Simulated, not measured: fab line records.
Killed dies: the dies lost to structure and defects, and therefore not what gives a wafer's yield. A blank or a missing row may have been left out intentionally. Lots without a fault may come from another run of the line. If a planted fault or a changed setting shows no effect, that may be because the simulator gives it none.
Matching of chambers | flow n5 finfet | rie diel-06 running N5_GATE_CUT_HM_OPEN_40: 4 sister chambers
The step chemistry C4F6/O2, target SiO2, target depth 139 nm, time 85.1 s. 14 wafers are shown with their chamber, then 7 later ones without.

## EACH WAFER AND ITS CHAMBER
wafer  | chamber | showerhead plenum p Torr (Torr) | throttle valve pct (%) | rf vpp V (V)
L076.3 | 2       | 2.85                            | 21.3                   | 657
L076.4 | 0       | 2.76                            | 20.7                   | 646
L076.6 | 2       | 2.85                            | 21.3                   | 658
L078.2 | 3       | 3.01                            | 20.9                   | 673
L078.4 | 2       | 2.85                            | 21.3                   | 659
L078.5 | 0       | 2.76                            | 20.7                   | 646
L086.1 | 3       | 3.01                            | 21.0                   | 675
L086.2 | 2       | 2.84                            | 21.3                   | 658
L086.4 | 0       | 2.75                            | 20.7                   | 647
L087.1 | 1       | 2.88                            | 20.3                   | 666
L087.2 | 2       | 2.84                            | 21.3                   | 657
L087.6 | 1       | 2.88                            | 20.3                   | 667
L088.2 | 0       | 2.75                            | 20.8                   | 649
L088.5 | 2       | 2.84                            | 21.3                   | 659

SIGNATURES, as means of the wafers listed above
reading                  | chamber 0 | chamber 1 | chamber 2 | chamber 3 | scatter within a chamber
showerhead plenum p Torr | 2.7550    | 2.8800    | 2.8450    | 3.0100    | 0.005
throttle valve pct       | 20.725    | 20.300    | 21.300    | 20.950    | 0.0354
rf vpp V                 | 647.00    | 666.50    | 658.00    | 674.00    | 1.12
Rule: distance of a wafer from a chamber = root of the sum over the readings of ((wafer's reading minus chamber's mean) / reading's scatter) squared. The wafer belongs to the nearest chamber; if the next one is less than 2 further off, it can't be placed. The scatter: the root of (the sum of the squares of (reading less its chamber's mean) over the shown wafers, divided by (wafers less chambers)).

## WAFERS WHOSE CHAMBER IS MISSING
wafer  | showerhead plenum p Torr (Torr) | throttle valve pct (%) | rf vpp V (V)
L088.6 | 2.88                            | 20.3                   | 667
L094.4 | 3.00                            | 21.0                   | 673
L094.5 | 3.00                            | 21.0                   | 674
L094.6 | 2.75                            | 20.8                   | 649
L097.4 | 3.00                            | 21.0                   | 675
L097.5 | 3.00                            | 21.0                   | 673
L097.6 | 2.83                            | 21.3                   | 658

## EACH ONE'S CHAMBER
wafer  | from the rows above | in truth
L088.6 | 1                   | 1
L094.4 | 3                   | 3
L094.5 | 3                   | 3
L094.6 | 0                   | 0
L097.4 | 3                   | 3
L097.5 | 3                   | 3
L097.6 | 2                   | 2
7 of 7 placed correctly. From these rows, 0 cannot be placed. Number placed wrongly: 0.
